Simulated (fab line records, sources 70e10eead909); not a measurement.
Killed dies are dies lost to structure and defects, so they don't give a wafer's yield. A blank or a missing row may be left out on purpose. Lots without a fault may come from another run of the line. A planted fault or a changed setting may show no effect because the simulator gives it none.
Which tool did it? | flow nand_harc | 11 lots, 33 wafers sampled, at 5 steps of a route of 1302

WHAT THE GAUGES READ, wafer by wafer
NHARC_END_SORT_01.
lot  | measured     | on        | killed_at_array | killed_at_other | killed_at_periphery | killed_dies | killed_open | killed_short
L316 | day 30 04:33 | prober-01 | 660 66 74       | 0 1 0           | 4 0 2               | 664 67 76   | 3 4 3       | 4 2 0

WHICH TOOL RAN EACH LOT (tool, then ch and the chambers of the sampled wafers, then the start)
lot  | NHARC_A_STAIRCASE_TRIM_12          | NHARC_A_STAIRCASE_TRIM_16                     | NHARC_A_STAIRCASE_TRIM_26          | NHARC_A_STAIRCASE_DESCUM_186
L303 | rie_diel-09 ch 1,2,3, day 16 02:27 | rie_diel-09 ch 0,1,3, day 16 04:15 or earlier | rie_diel-06 ch 1,3, day 16 04:15   | rie_diel-09 ch 0,3, day 16 06:05
L305 | rie_diel-06 ch 0,3, day 16 22:43   | rie_diel-06 ch 0,2,3, day 17 00:31 or earlier | rie_diel-06 ch 0,1,3, day 17 00:31 | rie_diel-09 ch 1,2,3, day 17 02:23
L306 | rie_diel-09 ch 0,1,2, day 17 10:25 | rie_diel-09 ch 0,3, day 17 12:25 or earlier   | rie_diel-09 ch 0,3, day 17 12:25   | rie_diel-03 ch 1,3, day 17 14:21
L310 | rie_diel-03 ch 0,2,3, day 18 10:58 | rie_diel-03 ch 1,2,3, day 18 12:43 or earlier | rie_diel-06 ch 0,1,3, day 18 12:43 | rie_diel-03 ch 0,1, day 18 14:26
L312 | rie_diel-09 ch 1,2, day 20 01:15   | rie_diel-09 ch 1,3, day 20 06:53 or earlier   | rie_diel-09 ch 0,2,3, day 20 06:53 | rie_diel-09 ch 1,3, day 20 08:53
L318 | rie_diel-06 ch 0,2, day 21 19:45   | rie_diel-06 ch 0,1, day 21 21:50 or earlier   | rie_diel-03 ch 1,3, day 21 21:50   | rie_diel-03 ch 0,2,3, day 21 23:40
L316 | rie_diel-03 ch 0,1,2, day 21 20:27 | rie_diel-03 ch 0,1,2, day 21 22:38 or earlier | rie_diel-06 ch 0,1,3, day 21 22:38 | rie_diel-03 ch 0,1,3, day 22 00:27
L321 | rie_diel-09 ch 0,3, day 22 21:54   | rie_diel-09 ch 0,2, day 22 23:40 or earlier   | rie_diel-09 ch 0,1,2, day 22 23:40 | rie_diel-06 ch 2,3, day 23 01:31
L323 | rie_diel-06 ch 0,2,3, day 24 08:37 | rie_diel-06 ch 0,3, day 24 13:11 or earlier   | rie_diel-06 ch 0,1,2, day 24 13:11 | rie_diel-03 ch 1,2,3, day 24 15:02
L325 | rie_diel-03 ch 0,1,2, day 24 08:46 | rie_diel-03 ch 0,2,3, day 24 10:38 or earlier | rie_diel-09 ch 0,1,3, day 24 10:38 | rie_diel-09 ch 0,2,3, day 24 12:29
L324 | rie_diel-03 ch 1,3, day 24 08:58   | rie_diel-03 ch 2,3, day 24 10:53 or earlier   | rie_diel-03 ch 0,3, day 24 10:53   | rie_diel-09 ch 1,3, day 24 12:43
- NHARC_A_STAIRCASE_TRIM_12: chemistry O2, time 211.2 s.
- NHARC_A_STAIRCASE_TRIM_16: chemistry O2, time 211.2 s.
- NHARC_A_STAIRCASE_TRIM_26: chemistry O2, time 211.2 s.
- NHARC_A_STAIRCASE_DESCUM_186: chemistry O2, time 3 s.

WHAT THE TOOLS THEMSELVES READ (means of the sampled wafers that have a number; where no wafer has one, the mark that the record gives instead)
NHARC_A_STAIRCASE_TRIM_12.
lot  | tool        | drypump_motor_current_A (A) | oes_product_au (a.u.) | rf_vpp_V (V) | showerhead_plenum_p_Torr (Torr) | throttle_valve_pct (%)
L303 | rie_diel-09 | 5.3                         | 0.998                 | 58.5         | 3.44                            | 17.031
L305 | rie_diel-06 | 5.4                         | 0.996                 | 57.7         | 3.78                            | 17.035
L306 | rie_diel-09 | 5.6                         | 1.004                 | 57.6         | 3.52                            | 17.029
L310 | rie_diel-03 | 6.0                         | 1.001                 | 57.5         | 3.47                            | 17.037
L312 | rie_diel-09 | 5.5                         | 1.012                 | 57.2         | 3.38                            | 17.042
L318 | rie_diel-06 | 5.6                         | 0.984                 | 58.5         | 3.76                            | 17.038
L316 | rie_diel-03 | 5.9                         | 1.001                 | 58.5         | 3.51                            | 17.034
L321 | rie_diel-09 | 5.2                         | 1.006                 | 57.5         | 3.59                            | 17.046
L323 | rie_diel-06 | 5.5                         | 0.986                 | 58.9         | 3.75                            | 17.035
L325 | rie_diel-03 | 5.9                         | 1.003                 | 57.7         | 3.50                            | 17.039
L324 | rie_diel-03 | 5.7                         | 1.004                 | 57.5         | 3.51                            | 17.036

NHARC_A_STAIRCASE_TRIM_16.
lot  | tool        | drypump_motor_current_A (A) | oes_product_au (a.u.) | rf_vpp_V (V) | showerhead_plenum_p_Torr (Torr) | throttle_valve_pct (%)
L303 | rie_diel-09 | 5.4                         | 1.013                 | 57.1         | 3.57                            | 17.032
L305 | rie_diel-06 | 5.5                         | 0.999                 | 58.3         | 3.78                            | 17.051
L306 | rie_diel-09 | 5.2                         | 1.008                 | 57.9         | 3.62                            | 17.038
L310 | rie_diel-03 | 5.8                         | 0.997                 | 58.4         | 3.53                            | 17.046
L312 | rie_diel-09 | 5.1                         | 1.009                 | 58.3         | 3.47                            | 17.035
L318 | rie_diel-06 | 5.2                         | 1.002                 | 58.3         | 3.63                            | 17.034
L316 | rie_diel-03 | 5.9                         | 0.993                 | 57.4         | 3.51                            | 17.028
L321 | rie_diel-09 | 5.7                         | 1.016                 | 57.0         | 3.49                            | 17.041
L323 | rie_diel-06 | 5.4                         | 0.986                 | 58.2         | 3.73                            | 17.030
L325 | rie_diel-03 | 6.0                         | 0.990                 | 58.1         | 3.44                            | 17.045
L324 | rie_diel-03 | 6.0                         | 1.005                 | 57.4         | 3.51                            | 17.030

NHARC_A_STAIRCASE_TRIM_26.
lot  | tool        | drypump_motor_current_A (A) | oes_product_au (a.u.) | rf_vpp_V (V) | showerhead_plenum_p_Torr (Torr) | throttle_valve_pct (%)
L303 | rie_diel-06 | 5.2                         | 1.001                 | 57.6         | 3.68                            | 17.034
L305 | rie_diel-06 | 5.2                         | 0.993                 | 57.3         | 3.66                            | 17.033
L306 | rie_diel-09 | 5.5                         | 1.012                 | 58.7         | 3.70                            | 17.030
L310 | rie_diel-06 | 5.2                         | 0.987                 | 58.4         | 3.65                            | 17.029
L312 | rie_diel-09 | 5.5                         | 1.013                 | 57.3         | 3.56                            | 17.027
L318 | rie_diel-03 | 5.8                         | 0.995                 | 57.2         | 3.46                            | 17.036
L316 | rie_diel-06 | 5.2                         | 0.925                 | 57.2         | 3.64                            | 17.041
L321 | rie_diel-09 | 5.6                         | 1.011                 | 56.7         | 3.49                            | 17.044
L323 | rie_diel-06 | 5.3                         | 1.000                 | 57.9         | 3.63                            | 17.037
L325 | rie_diel-09 | 5.4                         | 1.006                 | 57.7         | 3.53                            | 17.037
L324 | rie_diel-03 | 6.0                         | 0.985                 | 57.0         | 3.38                            | 17.040

NHARC_A_STAIRCASE_DESCUM_186.
lot  | tool        | drypump_motor_current_A (A) | oes_product_au (a.u.) | rf_vpp_V (V) | showerhead_plenum_p_Torr (Torr) | throttle_valve_pct (%)
L303 | rie_diel-09 | 5.2                         | 1.007                 | 57.7         | 1.97                            | 11.310
L305 | rie_diel-09 | 5.3                         | 1.009                 | 57.9         | 1.86                            | 11.302
L306 | rie_diel-03 | 5.7                         | 1.010                 | 57.7         | 1.92                            | 11.308
L310 | rie_diel-03 | 6.0                         | 0.999                 | 57.5         | 1.87                            | 11.314
L312 | rie_diel-09 | 5.3                         | 1.013                 | 57.1         | 1.85                            | 11.315
L318 | rie_diel-03 | 6.0                         | 0.998                 | 56.8         | 1.87                            | 11.303
L316 | rie_diel-03 | 5.9                         | 0.993                 | 58.0         | 1.87                            | 11.309
L321 | rie_diel-06 | 5.5                         | 0.994                 | 58.6         | 2.05                            | 11.318
L323 | rie_diel-03 | 5.8                         | 0.995                 | 58.4         | 1.90                            | 11.314
L325 | rie_diel-09 | 5.4                         | 1.008                 | 57.4         | 1.92                            | 11.310
L324 | rie_diel-09 | 5.1                         | 0.988                 | 57.9         | 1.87                            | 11.315

THE ANSWER, worked out from the rows above alone
Rule: what is usual is taken from the lots themselves. Put in order of their means at a reading, lots are off if they are a third of the lots or fewer, leave a main group of 4 or more, and stand apart from it by a gap of 3 or more times the standard deviation of the main group's means; of several such gaps the widest counts. A main group whose means are all the same, to the digits that the tables above print for the reading, isn't used. A lot without any number at a reading at which 4 lots or more have one is off too. The other lots that the step has rows for count as sound. The gauges are gone through in route order, then the tools' own readings, and for those a lot's mean is taken as printed above. The first step at which some lot is off is used, and at that step the reading that is off furthest; a lot without a number counts as furthest.
Off: L316, at NHARC_A_STAIRCASE_TRIM_26 (oes_product_au). The main group: mean 1.000 a.u., standard deviation 0.0097.
A tool fits if, at that step or a process step before it, it ran every lot that is off, and no sound lot after the first of them. NHARC_A_STAIRCASE_TRIM_16 gives no start for some lots, so the hours and the order of its lots are those of NHARC_A_STAIRCASE_TRIM_26. None of those tried fits.

WHAT THE SIMULATOR HAD PUT IN
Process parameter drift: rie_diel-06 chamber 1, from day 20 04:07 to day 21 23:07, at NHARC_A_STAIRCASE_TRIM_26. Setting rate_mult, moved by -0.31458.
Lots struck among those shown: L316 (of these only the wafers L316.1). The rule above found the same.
